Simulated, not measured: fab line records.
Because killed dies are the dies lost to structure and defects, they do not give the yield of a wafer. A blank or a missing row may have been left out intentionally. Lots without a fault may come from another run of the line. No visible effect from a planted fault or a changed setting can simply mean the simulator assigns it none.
fab line records    flow n5_finfet
record: lots: 24  wafers: 72  last_day: 17
route steps=1938 shown BEOL_M10@1471 BEOL_M11@1537
lots that met no fault: from a run of the same line without faults
start_h: the number of hours between the record's first day and the start of the first shown wafer of the lot    wait_h: hours from the lot's prior step to this one    " as in the row above    L1.1+2: a single row standing in for several wafers    - no value, or no start was given    * or withheld: withheld    < > ~ a bound
route shown NAME@n: NAME is a module with steps in the file, n the number in the route of the first one    usual: the fault-free wafers' mean and standard deviation    same: alike in all rows    chamber/n: place in a boat    sites: per-site readings    _std_site: their standard deviation    _edge_site: outer sites' mean less inner sites'    radius_mm: how far each site lies from the wafer's centre    mask NAME#n: copy n    behind: the last tool/chamber to shape the wafer    hold: reason for holding the lot/hours on hold/outcome of the hold    device: whichever transistor did not switch (one of n, p or np)    end of line: the same wafers' tests at the end of the route    for a step that has no rows: nothing shown but its recipe    killed: the dies lost at the first sort to structure and to defects; this is not the yield of the wafer    map: per-die view of a wafer (x killed, . not killed, _ where there is no die)
set.NAME: the run value of the setting; set.NAME@STEP: its run value at that earlier step    model.NAME: the simulator's own value behind a step, which no gauge read
one table for each step of the route and one row for each wafer, over a sample of lots
services: from which hour (start_h, from the record's first day; less than 0 if before it) a tool's chamber was out of use, for how many hours, and why
== steps ==
step: N5_BEOL_M10_CURE_71
recipe: temp_c: 385  time_s: 240  ambient: He/Ar  material: SiCOH_lowk
usual: lamp_power_pct: 52.31/0.05  wafer_temp_C_max: 387.0/0.71
lot.wafer  tool        chamber  start_h  wait_h  lamp_power_pct  wafer_temp_C_max
L074.1     uv_cure-03  0        201.97   0.0     52.30           386.2
L074.3     "           0        "        "       52.47           386.3
L074.6     "           0        "        "       52.25           386.6
L076.1     uv_cure-01  0        207.82   0.0     52.37           386.4
L076.4     "           0        "        "       52.29           386.4
L076.6     "           0        "        "       52.38           386.4
L075.1     uv_cure-02  1        219.21   0.0     52.28           387.7
L075.3     "           1        "        "       52.34           387.7
L075.6     "           1        "        "       52.27           387.1
L077.2     uv_cure-02  1        233.82   0.1     52.25           387.9
L077.3     "           1        "        "       52.30           388.5
L077.5     "           1        "        "       52.34           387.3
L079.2     uv_cure-01  1        240.35   0.2     52.33           387.6
L079.4     "           1        "        "       52.33           386.8
L079.6     "           1        "        "       52.36           387.3
L081.3     uv_cure-02  2        244.74   0.2     52.31           387.1
L081.5     "           2        "        "       52.23           387.3
L081.6     "           2        "        "       52.25           387.2
L078.1     uv_cure-01  0        245.05   0.1     52.35           386.1
L078.2     "           0        "        "       52.31           386.1
L078.5     "           0        "        "       52.31           386.1
L080.1     uv_cure-03  1        247.56   0.0     52.32           387.6
L080.4     "           1        "        "       52.30           387.8
L080.5     "           1        "        "       52.26           387.7
L082.1     uv_cure-02  1        248.45   0.3     52.28           388.0
L082.2     "           1        "        "       52.27           387.6
L082.5     "           1        "        "       52.31           388.6
L083.2     uv_cure-02  2        267.73   0.1     52.40           387.2
L083.3     "           2        "        "       52.27           387.9
L083.4     "           2        "        "       52.30           387.3
L084.1     uv_cure-01  1        267.93   0.0     52.32           387.3
L084.2     "           1        "        "       52.33           386.8
L084.3     "           1        "        "       52.27           387.2
L085.1     uv_cure-02  0        275.36   0.0     52.33           387.0
L085.2     "           0        "        "       52.33           387.1
L085.3     "           0        "        "       52.26           387.2
L086.1     uv_cure-01  1        287.85   0.0     52.31           388.2
L086.2     "           1        "        "       52.29           387.2
L086.4     "           1        "        "       52.33           387.3
L088.2     uv_cure-02  2        292.11   0.2     52.34           387.6
L088.3     "           2        "        "       52.29           387.6
L088.5     "           2        "        "       52.43           388.0
L087.1     uv_cure-03  2        293.69   0.0     52.25           386.7
L087.5     "           2        "        "       52.21           386.4
L087.6     "           2        "        "       52.40           386.4
L089.2     uv_cure-01  0        307.92   0.1     52.42           386.1
L089.5     "           0        "        "       52.25           386.4
L089.6     "           0        "        "       52.29           386.4
L092.1     uv_cure-03  0        311.39   0.0     52.33           386.2
L092.2     "           0        "        "       52.27           386.6
L092.4     "           0        "        "       52.36           385.7
L091.1     uv_cure-03  0        311.87   0.3     52.28           386.1
L091.2     "           0        "        "       52.36           385.8
L091.6     "           0        "        "       52.36           386.0
L090.1     uv_cure-02  0        312.29   0.2     52.23           387.6
L090.3     "           0        "        "       52.23           387.4
L090.4     "           0        "        "       52.37           386.8
L093.2     uv_cure-01  1        318.03   0.2     52.26           387.4
L093.5     "           1        "        "       52.26           387.4
L093.6     "           1        "        "       52.36           387.5
L094.3     uv_cure-01  1        329.00   0.2     52.30           387.6
L094.4     "           1        "        "       52.29           388.2
L094.5     "           1        "        "       52.33           388.0
L095.1     uv_cure-02  2        330.63   0.0     52.32           387.1
L095.2     "           2        "        "       52.31           387.1
L095.6     "           2        "        "       52.29           387.6
L096.1     uv_cure-03  2        351.77   0.0     52.26           386.3
L096.2     "           2        "        "       52.34           386.6
L096.5     "           2        "        "       52.30           386.5
L097.1     uv_cure-01  2        352.50   0.0     52.35           387.3
L097.2     "           2        "        "       52.31           386.4
L097.5     "           2        "        "       52.36           386.9
step: N5_BEOL_M10_VIA_ETCH_34
recipe: chemistry: C4F6/O2  target: SiCOH_lowk  target_depth_a: 1845  mask_material: SOC  taper_deg: 4  time_s: 69.2  ion_energy_ev: 250  pressure_mtorr: 30  source_w: 345  bias_w: 185  Ar_flow_sccm: 300  C4F6_flow_sccm: 10  O2_flow_sccm: 10
usual: C4F6_flow_sccm: 10.00/0.033  drypump_motor_current_A: 5.6/0.36  oes_product_au: 0.78/0.082  rf_vpp_V: 667/14  showerhead_plenum_p_Torr: 2.83/0.083  throttle_valve_pct: 20.88/0.16
lot.wafer  tool         chamber  start_h  wait_h  C4F6_flow_sccm  drypump_motor_current_A  oes_product_au  rf_hours_counter_h  rf_vpp_V  showerhead_plenum_p_Torr  throttle_valve_pct
L074.1     rie_diel-05  2        205.03   0.0     9.97            5.6                      0.74            195                 686       2.96                      20.67
L074.3     "            1        "        "       10.01           5.2                      0.72            197                 664       2.83                      20.95
L074.6     "            1        "        "       10.02           5.2                      0.71            -                   665       2.83                      20.97
L076.1     rie_diel-05  3        215.37   0.0     10.02           5.2                      0.90            28                  675       2.79                      21.02
L076.4     "            2        "        "       10.04           5.7                      0.74            197                 684       2.96                      20.66
L076.6     "            1        "        "       9.98            5.2                      0.73            -                   664       2.82                      20.97
L075.1     rie_diel-05  1        222.60   0.0     10.01           5.2                      0.72            202                 664       2.82                      20.99
L075.3     "            3        "        "       9.96            5.2                      0.89            30                  676       2.79                      21.02
L075.6     "            0        "        "       9.98            5.7                      0.71            -                   643       2.82                      20.97
L077.2     rie_diel-05  0        240.66   0.0     9.96            5.7                      0.71            212                 641       2.81                      21.00
L077.3     "            2        "        "       10.02           5.6                      0.74            207                 684       2.96                      20.70
L077.5     "            1        "        "       10.01           5.2                      0.71            -                   666       2.82                      20.98
L079.2     rie_diel-06  3        243.38   0.0     10.03           6.4                      0.69            226                 664       2.71                      20.93
L079.4     "            1        "        "       9.98            5.4                      0.75            163                 660       2.83                      20.59
L079.6     "            0        "        "       10.02           5.1                      0.98            -                   683       2.92                      20.74
L081.3     rie_diel-05  0        248.63   0.0     10.00           5.7                      0.71            215                 642       2.81                      20.98
L081.5     "            2        "        "       10.02           5.7                      0.73            -                   685       2.95                      20.68
L081.6     "            0        "        "       10.06           5.7                      0.71            -                   641       2.81                      20.99
L078.1     rie_diel-03  1        248.79   0.0     9.96            5.3                      0.91            34                  689       2.89                      20.92
L078.2     "            3        "        "       10.04           5.6                      0.85            68                  672       2.77                      20.86
L078.5     "            1        "        "       10.00           5.3                      0.92            -                   687       2.89                      20.90
L080.1     rie_diel-03  3        250.23   0.0     9.99            5.6                      0.85            68                  673       2.77                      20.87
L080.4     "            0        "        "       9.99            6.1                      0.78            127                 662       2.76                      21.02
L080.5     "            0        "        "       9.97            6.1                      0.79            -                   664       2.76                      21.04
L082.1     rie_diel-06  1        253.41   0.0     10.03           5.4                      0.75            167                 661       2.82                      20.63
L082.2     "            0        "        "       10.03           5.1                      0.97            4                   683       2.91                      20.75
L082.5     "            0        "        "       9.97            5.0                      0.96            -                   684       2.91                      20.75
L083.2     rie_diel-05  3        272.36   0.0     10.06           5.2                      0.86            46                  676       2.78                      21.03
L083.3     "            0        "        "       9.99            5.7                      0.69            224                 643       2.81                      20.99
L083.4     "            1        "        "       10.01           5.2                      0.70            221                 666       2.81                      20.98
L084.1     rie_diel-03  0        272.53   0.0     10.02           6.1                      0.78            134                 662       2.75                      21.03
L084.2     "            1        "        "       9.98            5.3                      0.89            42                  687       2.89                      20.92
L084.3     "            3        "        "       10.02           5.6                      0.83            75                  671       2.77                      20.87
L085.1     rie_diel-05  2        280.85   0.0     10.01           5.6                      0.72            222                 686       2.95                      20.70
L085.2     "            0        "        "       10.06           5.7                      0.70            227                 642       2.81                      21.01
L085.3     "            3        "        "       10.03           5.2                      0.86            49                  676       2.78                      21.04
L086.1     rie_diel-05  1        293.58   0.0     10.01           5.2                      0.69            227                 664       2.81                      20.99
L086.2     "            0        "        "       10.01           5.7                      0.69            231                 642       2.80                      21.00
L086.4     "            2        "        "       10.02           5.6                      0.72            225                 686       2.95                      20.71
L088.2     rie_diel-05  0        295.42   0.0     10.00           5.7                      0.69            232                 643       2.80                      21.02
L088.3     "            1        "        "       10.00           5.2                      0.69            227                 663       2.81                      21.00
L088.5     "            0        "        "       9.98            5.7                      0.69            -                   642       2.80                      21.01
L087.1     rie_diel-03  2        297.06   0.0     10.01           6.2                      0.72            213                 664       2.71                      20.99
L087.5     "            2        "        "       9.96            6.2                      0.71            -                   664       2.71                      20.97
L087.6     "            3        "        "       10.04           5.6                      0.83            -                   672       2.77                      20.88
L089.2     rie_diel-06  3        310.51   0.0     9.99            6.4                      0.68            245                 666       2.70                      20.96
L089.5     "            3        "        "       10.05           6.4                      0.69            -                   665       2.70                      20.97
L089.6     "            0        "        "       10.04           5.1                      0.91            -                   683       2.90                      20.79
L092.1     rie_diel-06  3        315.19   0.0     9.96            6.4                      0.67            246                 665       2.70                      20.96
L092.2     "            1        "        "       9.98            5.4                      0.72            187                 661       2.82                      20.64
L092.4     "            0        "        "       9.95            5.1                      0.91            24                  683       2.90                      20.80
L091.1     rie_diel-06  2        315.71   0.0     9.99            5.7                      0.85            49                  655       2.99                      20.63
L091.2     "            1        "        "       9.99            5.4                      0.73            187                 660       2.82                      20.61
L091.6     "            1        "        "       10.03           5.4                      0.74            -                   660       2.82                      20.63
L090.1     rie_diel-05  3        316.05   0.0     9.98            5.2                      0.84            62                  676       2.77                      21.06
L090.3     "            2        "        "       9.98            5.6                      0.71            234                 686       2.94                      20.73
L090.4     "            0        "        "       9.97            5.7                      0.68            240                 642       2.80                      21.04
L093.2     rie_diel-05  0        325.79   0.0     10.00           5.7                      0.68            244                 642       2.80                      21.01
L093.5     "            0        "        "       9.98            5.7                      0.68            -                   643       2.80                      21.03
L093.6     "            1        "        "       9.99            5.2                      0.69            -                   663       2.81                      21.02
L094.3     rie_diel-06  0        333.95   0.0     9.94            5.0                      0.88            30                  683       2.90                      20.80
L094.4     "            1        "        "       9.96            5.4                      0.72            -                   662       2.81                      20.64
L094.5     "            0        "        "       10.01           5.0                      0.89            -                   682       2.90                      20.78
L095.1     rie_diel-05  0        336.23   0.0     9.93            5.7                      0.68            247                 643       2.80                      21.03
L095.2     "            1        "        "       10.02           5.2                      0.69            243                 664       2.81                      21.04
L095.6     "            2        "        "       9.99            5.7                      0.70            -                   686       2.94                      20.74
L096.1     rie_diel-03  0        357.72   0.0     9.97            6.1                      0.75            165                 661       2.74                      21.07
L096.2     "            2        "        "       10.04           6.2                      0.69            234                 663       2.70                      21.00
L096.5     "            3        "        "       9.98            5.6                      0.81            -                   671       2.76                      20.91
L097.1     rie_diel-03  3        358.24   0.0     10.05           5.6                      0.80            102                 670       2.76                      20.91
L097.2     "            0        "        "       10.01           6.1                      0.76            165                 662       2.74                      21.08
L097.5     "            1        "        "       9.96            5.3                      0.85            -                   686       2.87                      20.96
step: N5_BEOL_M10_CURE_72
recipe: temp_c: 370  time_s: 120  ambient: DMADMS/He  material: SiCOH_lowk
usual: lamp_power_pct: 52.31/0.053  wafer_temp_C_max: 372.1/0.75
lot.wafer  tool        chamber  start_h  wait_h  lamp_power_pct  wafer_temp_C_max
L074.1     uv_cure-03  0        205.55   0.0     52.33           371.6
L074.3     "           0        "        "       52.39           371.6
L074.6     "           0        "        "       52.38           371.1
L076.1     uv_cure-01  1        216.08   0.3     52.28           372.7
L076.4     "           1        "        "       52.35           372.3
L076.6     "           1        "        "       52.28           372.5
L075.1     uv_cure-01  1        223.08   0.0     52.33           372.6
L075.3     "           1        "        "       52.42           373.2
L075.6     "           1        "        "       52.37           373.3
L077.2     uv_cure-03  1        241.19   0.1     52.26           372.7
L077.3     "           1        "        "       52.32           372.1
L077.5     "           1        "        "       52.28           371.8
L079.2     uv_cure-01  1        243.99   0.2     52.32           372.6
L079.4     "           1        "        "       52.22           372.5
L079.6     "           1        "        "       52.33           372.7
L081.3     uv_cure-03  2        249.30   0.2     52.22           371.4
L081.5     "           2        "        "       52.38           371.3
L081.6     "           2        "        "       52.30           371.7
L078.1     uv_cure-03  0        249.50   0.3     52.25           371.4
L078.2     "           0        "        "       52.23           371.5
L078.5     "           0        "        "       52.23           371.7
L080.1     uv_cure-02  1        250.71   0.0     52.37           373.1
L080.4     "           1        "        "       52.25           372.6
L080.5     "           1        "        "       52.30           372.6
L082.1     uv_cure-03  1        253.93   0.1     52.26           372.2
L082.2     "           1        "        "       52.30           372.4
L082.5     "           1        "        "       52.34           373.4
L083.2     uv_cure-01  0        272.94   0.1     52.23           370.9
L083.3     "           0        "        "       52.30           371.0
L083.4     "           0        "        "       52.28           370.5
L084.1     uv_cure-02  2        273.07   0.1     52.36           371.7
L084.2     "           2        "        "       52.30           371.8
L084.3     "           2        "        "       52.45           372.0
L085.1     uv_cure-02  0        281.33   0.0     52.29           371.8
L085.2     "           0        "        "       52.29           372.9
L085.3     "           0        "        "       52.36           371.9
L086.1     uv_cure-03  1        294.17   0.2     52.23           372.2
L086.2     "           1        "        "       52.29           372.6
L086.4     "           1        "        "       52.37           373.0
L088.2     uv_cure-01  0        295.95   0.1     52.25           370.5
L088.3     "           0        "        "       52.24           371.1
L088.5     "           0        "        "       52.29           371.0
L087.1     uv_cure-02  2        297.54   0.0     52.31           371.7
L087.5     "           2        "        "       52.27           371.5
L087.6     "           2        "        "       52.35           372.2
L089.2     uv_cure-01  0        311.04   0.1     52.32           371.3
L089.5     "           0        "        "       52.30           371.4
L089.6     "           0        "        "       52.31           371.5
L092.1     uv_cure-01  1        315.77   0.0     52.27           372.9
L092.2     "           1        "        "       52.35           373.2
L092.4     "           1        "        "       52.33           373.6
L091.1     uv_cure-03  1        316.19   0.0     52.36           372.0
L091.2     "           1        "        "       52.38           372.7
L091.6     "           1        "        "       52.28           373.5
L090.1     uv_cure-03  0        316.52   0.0     52.32           371.6
L090.3     "           0        "        "       52.30           371.3
L090.4     "           0        "        "       52.32           370.6
L093.2     uv_cure-01  1        326.32   0.1     52.33           372.3
L093.5     "           1        "        "       52.34           372.3
L093.6     "           1        "        "       52.39           372.2
L094.3     uv_cure-01  1        334.63   0.2     52.27           373.3
L094.4     "           1        "        "       52.33           372.7
L094.5     "           1        "        "       52.27           374.0
L095.1     uv_cure-03  2        336.71   0.0     52.29           371.6
L095.2     "           2        "        "       52.29           371.9
L095.6     "           2        "        "       52.38           371.9
L096.1     uv_cure-02  2        358.19   0.0     52.29           372.5
L096.2     "           2        "        "       52.40           373.2
L096.5     "           2        "        "       52.24           372.2
L097.1     uv_cure-02  0        358.72   0.0     52.33           372.0
L097.2     "           0        "        "       52.26           371.5
L097.5     "           0        "        "       52.37           371.6
step: N5_BEOL_M10_ANNEAL_51
recipe: temp_c: 225  time_s: 90  ambient: N2
usual: wafer_temp_C_max: 225.99/0.24
lot.wafer  tool           chamber  start_h  wait_h  wafer_temp_C_max
L074.1     rtp_anneal-01  0        206.87   0.1     225.94
L074.3     "              0        "        "       225.97
L074.6     "              0        "        "       225.64
L076.1     rtp_anneal-01  0        218.73   0.7     226.11
L076.4     "              0        "        "       225.84
L076.6     "              0        "        "       225.91
L075.1     rtp_anneal-02  0        225.00   0.3     226.23
L075.3     "              0        "        "       225.93
L075.6     "              0        "        "       226.43
L077.2     rtp_anneal-02  0        243.54   0.3     225.95
L077.3     "              0        "        "       226.70
L077.5     "              0        "        "       225.78
L079.2     rtp_anneal-01  0        247.15   0.1     226.59
L079.4     "              0        "        "       225.98
L079.6     "              0        "        "       226.01
L081.3     rtp_anneal-01  0        251.74   0.1     226.23
L081.5     "              0        "        "       225.68
L081.6     "              0        "        "       225.87
L078.1     rtp_anneal-01  0        252.04   0.4     226.02
L078.2     "              0        "        "       226.40
L078.5     "              0        "        "       226.51
L080.1     rtp_anneal-01  0        252.58   0.1     225.91
L080.4     "              0        "        "       225.92
L080.5     "              0        "        "       225.90
L082.1     rtp_anneal-01  0        255.37   0.1     225.99
L082.2     "              0        "        "       225.77
L082.5     "              0        "        "       225.73
L083.2     rtp_anneal-02  0        274.80   0.2     225.86
L083.3     "              0        "        "       226.18
L083.4     "              0        "        "       225.75
L084.1     rtp_anneal-01  0        275.12   0.5     226.17
L084.2     "              0        "        "       225.83
L084.3     "              0        "        "       225.83
L085.1     rtp_anneal-02  0        283.77   1.1     226.26
L085.2     "              0        "        "       226.45
L085.3     "              0        "        "       226.27
L086.1     rtp_anneal-02  0        296.23   0.3     225.68
L086.2     "              0        "        "       226.00
L086.4     "              0        "        "       225.62
L088.2     rtp_anneal-02  0        297.44   0.1     226.12
L088.3     "              0        "        "       226.05
L088.5     "              0        "        "       226.25
L087.1     rtp_anneal-02  0        299.05   0.1     226.07
L087.5     "              0        "        "       226.17
L087.6     "              0        "        "       225.59
L089.2     rtp_anneal-01  0        314.11   0.1     226.17
L089.5     "              0        "        "       225.89
L089.6     "              0        "        "       225.66
L092.1     rtp_anneal-01  0        317.75   0.1     226.19
L092.2     "              0        "        "       226.10
L092.4     "              0        "        "       225.75
L091.1     rtp_anneal-02  0        317.88   0.1     226.22
L091.2     "              0        "        "       226.08
L091.6     "              0        "        "       225.87
L090.1     rtp_anneal-01  0        318.20   0.4     225.98
L090.3     "              0        "        "       225.98
L090.4     "              0        "        "       226.06
L093.2     rtp_anneal-02  0        328.42   0.5     226.41
L093.5     "              0        "        "       226.29
L093.6     "              0        "        "       226.19
L094.3     rtp_anneal-02  0        336.86   0.1     225.83
L094.4     "              0        "        "       226.13
L094.5     "              0        "        "       225.64
L095.1     rtp_anneal-02  0        337.89   0.1     225.46
L095.2     "              0        "        "       225.67
L095.6     "              0        "        "       225.87
L096.1     rtp_anneal-01  0        359.76   0.1     225.99
L096.2     "              0        "        "       225.72
L096.5     "              0        "        "       225.93
L097.1     rtp_anneal-01  0        360.48   0.3     225.98
L097.2     "              0        "        "       226.03
L097.5     "              0        "        "       225.89
step: N5_BEOL_M11_CURE_71
recipe: temp_c: 385  time_s: 240  ambient: He/Ar  material: SiCOH_lowk
usual: lamp_power_pct: 52.31/0.056  wafer_temp_C_max: 386.9/0.64
lot.wafer  tool        chamber  start_h  wait_h  lamp_power_pct  wafer_temp_C_max
L074.1     uv_cure-02  0        207.80   0.0     52.35           387.1
L074.3     "           0        "        "       52.32           386.9
L074.6     "           0        "        "       52.27           386.7
L076.1     uv_cure-01  0        219.87   0.0     52.33           386.5
L076.4     "           0        "        "       52.36           386.1
L076.6     "           0        "        "       52.39           387.2
L075.1     uv_cure-02  0        225.87   0.0     52.32           386.7
L075.3     "           0        "        "       52.42           387.5
L075.6     "           0        "        "       52.27           387.8
L077.2     uv_cure-03  2        244.47   0.1     52.29           387.2
L077.3     "           2        "        "       52.32           386.4
L077.5     "           2        "        "       52.41           386.5
L079.2     uv_cure-02  2        248.05   0.1     52.33           386.8
L079.4     "           2        "        "       52.31           386.7
L079.6     "           2        "        "       52.35           387.2
L081.3     uv_cure-03  1        252.68   0.2     52.33           387.6
L081.5     "           1        "        "       52.32           388.3
L081.6     "           1        "        "       52.29           388.4
L078.1     uv_cure-02  0        253.02   0.2     52.29           386.9
L078.2     "           0        "        "       52.25           387.0
L078.5     "           0        "        "       52.20           386.7
L080.1     uv_cure-03  1        253.45   0.0     52.30           387.8
L080.4     "           1        "        "       52.26           388.5
L080.5     "           1        "        "       52.34           387.5
L082.1     uv_cure-02  0        256.23   0.0     52.34           386.9
L082.2     "           0        "        "       52.34           387.0
L082.5     "           0        "        "       52.34           387.5
L083.2     uv_cure-03  0        275.71   0.1     52.30           386.6
L083.3     "           0        "        "       52.39           386.6
L083.4     "           0        "        "       52.36           386.8
L084.1     uv_cure-02  2        275.99   0.0     52.32           387.2
L084.2     "           2        "        "       52.35           387.3
L084.3     "           2        "        "       52.33           386.7
L085.1     uv_cure-03  2        284.91   0.0     52.29           386.2
L085.2     "           2        "        "       52.34           386.7
L085.3     "           2        "        "       52.25           386.5
L086.1     uv_cure-01  2        297.11   0.0     52.37           386.4
L086.2     "           2        "        "       52.33           386.6
L086.4     "           2        "        "       52.35           387.1
L088.2     uv_cure-03  0        298.35   0.1     52.41           386.7
L088.3     "           0        "        "       52.33           386.0
L088.5     "           0        "        "       52.39           386.5
L087.1     uv_cure-02  1        299.92   0.0     52.35           387.2
L087.5     "           1        "        "       52.25           387.7
L087.6     "           1        "        "       52.29           388.9
L089.2     uv_cure-03  0        315.02   0.1     52.19           385.8
L089.5     "           0        "        "       52.32           386.1
L089.6     "           0        "        "       52.38           385.9
L092.1     uv_cure-03  2        318.62   0.0     52.29           386.3
L092.2     "           2        "        "       52.27           386.3
L092.4     "           2        "        "       52.34           386.4
L091.1     uv_cure-01  1        318.79   0.0     52.25           387.7
L091.2     "           1        "        "       52.37           387.4
L091.6     "           1        "        "       52.26           387.3
L090.1     uv_cure-02  2        319.07   0.0     52.29           387.2
L090.3     "           2        "        "       52.23           386.5
L090.4     "           2        "        "       52.24           386.8
L093.2     uv_cure-02  2        329.33   0.1     52.38           387.2
L093.5     "           2        "        "       52.34           387.8
L093.6     "           2        "        "       52.33           387.3
L094.3     uv_cure-01  0        337.80   0.2     52.34           386.3
L094.4     "           0        "        "       52.38           386.4
L094.5     "           0        "        "       52.26           386.1
L095.1     uv_cure-01  1        338.76   0.0     52.31           387.5
L095.2     "           1        "        "       52.20           387.8
L095.6     "           1        "        "       52.34           387.1
L096.1     uv_cure-03  1        360.63   0.0     52.26           386.4
L096.2     "           1        "        "       52.27           387.2
L096.5     "           1        "        "       52.32           387.2
L097.1     uv_cure-01  0        361.38   0.0     52.27           386.5
L097.2     "           0        "        "       52.31           386.5
L097.5     "           0        "        "       52.31           386.5
step: N5_BEOL_M11_CD_MEAS_11
recipe: target_cd_nm: 64.1  landing_energy_ev: 500  detector: se_inlens  polarity: opening
usual: cd_nm: 64.5/0.58
lot.wafer  tool       chamber  start_h  wait_h  cd_nm
L074.1     cd_sem-01  0        209.67   -       64.2
L074.3     "          0        "        "       64.5
L074.6     "          0        "        "       63.7
L076.1     cd_sem-02  0        221.57   -       64.4
L076.4     "          0        "        "       64.6
L076.6     "          0        "        "       63.9
L075.1     cd_sem-02  0        227.74   -       64.7
L075.3     "          0        "        "       64.8
L075.6     "          0        "        "       64.5
L077.2     cd_sem-03  0        246.90   -       63.4
L077.3     "          0        "        "       64.5
L077.5     "          0        "        "       63.1
L079.2     cd_sem-01  0        250.74   -       65.0
L079.4     "          0        "        "       64.8
L079.6     "          0        "        "       64.4
L081.3     cd_sem-02  0        254.42   -       64.8
L081.5     "          0        "        "       64.6
L081.6     "          0        "        "       65.6
L080.1     cd_sem-01  0        254.83   -       64.5
L080.4     "          0        "        "       65.0
L080.5     "          0        "        "       65.8
L078.1     cd_sem-03  0        254.99   -       65.4
L078.2     "          0        "        "       64.1
L078.5     "          0        "        "       65.2
L082.1     cd_sem-02  0        258.56   -       64.0
L082.2     "          0        "        "       65.6
L082.5     "          0        "        "       64.5
L083.2     cd_sem-03  0        278.35   -       65.1
L083.3     "          0        "        "       65.0
L083.4     "          0        "        "       64.7
L084.1     cd_sem-01  0        278.38   -       64.4
L084.2     "          0        "        "       64.3
L084.3     "          0        "        "       64.2
L085.1     cd_sem-03  0        287.13   -       64.4
L085.2     "          0        "        "       65.2
L085.3     "          0        "        "       64.8
L086.1     cd_sem-02  0        298.09   -       65.0
L086.2     "          0        "        "       65.1
L086.4     "          0        "        "       65.0
L088.2     cd_sem-03  0        301.58   -       64.7
L088.3     "          0        "        "       64.3
L088.5     "          0        "        "       65.2
L087.1     cd_sem-02  0        301.74   -       64.8
L087.5     "          0        "        "       63.5
L087.6     "          0        "        "       64.3
L089.2     cd_sem-01  0        316.80   -       64.7
L089.5     "          0        "        "       63.9
L089.6     "          0        "        "       64.5
L092.1     cd_sem-03  0        321.43   -       64.4
L092.2     "          0        "        "       64.1
L092.4     "          0        "        "       63.4
L091.1     cd_sem-01  0        321.59   -       63.9
L091.2     "          0        "        "       64.6
L091.6     "          0        "        "       64.5
L090.1     cd_sem-03  0        321.75   -       64.4
L090.3     "          0        "        "       64.1
L090.4     "          0        "        "       64.1
L093.2     cd_sem-02  0        331.96   -       64.7
L093.5     "          0        "        "       64.3
L093.6     "          0        "        "       64.7
L094.3     cd_sem-01  0        338.68   -       63.9
L094.4     "          0        "        "       63.5
L094.5     "          0        "        "       63.8
L095.1     cd_sem-02  0        341.14   -       63.6
L095.2     "          0        "        "       64.9
L095.6     "          0        "        "       65.3
L096.1     cd_sem-03  0        363.49   -       65.7
L096.2     "          0        "        "       65.1
L096.5     "          0        "        "       63.2
L097.1     cd_sem-01  0        364.09   -       65.1
L097.2     "          0        "        "       65.3
L097.5     "          0        "        "       65.0
== services ==
tool         chamber  start_h  hours  kind
uv_cure-03   -        209.53   7.5    pm
uv_cure-02   -        211.26   0.3    repair
rie_diel-06  0        219.61   -      clean
rie_diel-06  0        219.61   -      consumable_replace:focus_ring
rie_diel-06  0        219.61   23.5   scheduled_down
rie_diel-06  0        219.61   23.5   vent_cycle
rie_diel-03  0        223.19   7.0    repair
uv_cure-03   -        233.15   0.6    repair
uv_cure-01   -        236.00   1.0    pm
uv_cure-01   -        249.12   2.1    pm
rie_diel-06  3        249.82   7.8    repair
uv_cure-03   -        267.64   2.1    pm
rie_diel-06  1        268.25   3.5    repair
rie_diel-05  1        280.42   2.5    repair
rie_diel-06  3        326.48   -      clean
uv_cure-02   -        332.71   1.0    pm
rie_diel-05  0        343.60   -      clean
rie_diel-05  0        343.60   -      consumable_replace:focus_ring
rie_diel-05  0        343.60   13.6   scheduled_down
rie_diel-05  0        343.60   13.6   vent_cycle
rie_diel-05  1        357.20   -      clean
rie_diel-05  1        357.20   -      consumable_replace:focus_ring
rie_diel-05  1        357.20   21.8   scheduled_down
rie_diel-05  1        357.20   21.8   vent_cycle
== key ==
fault none
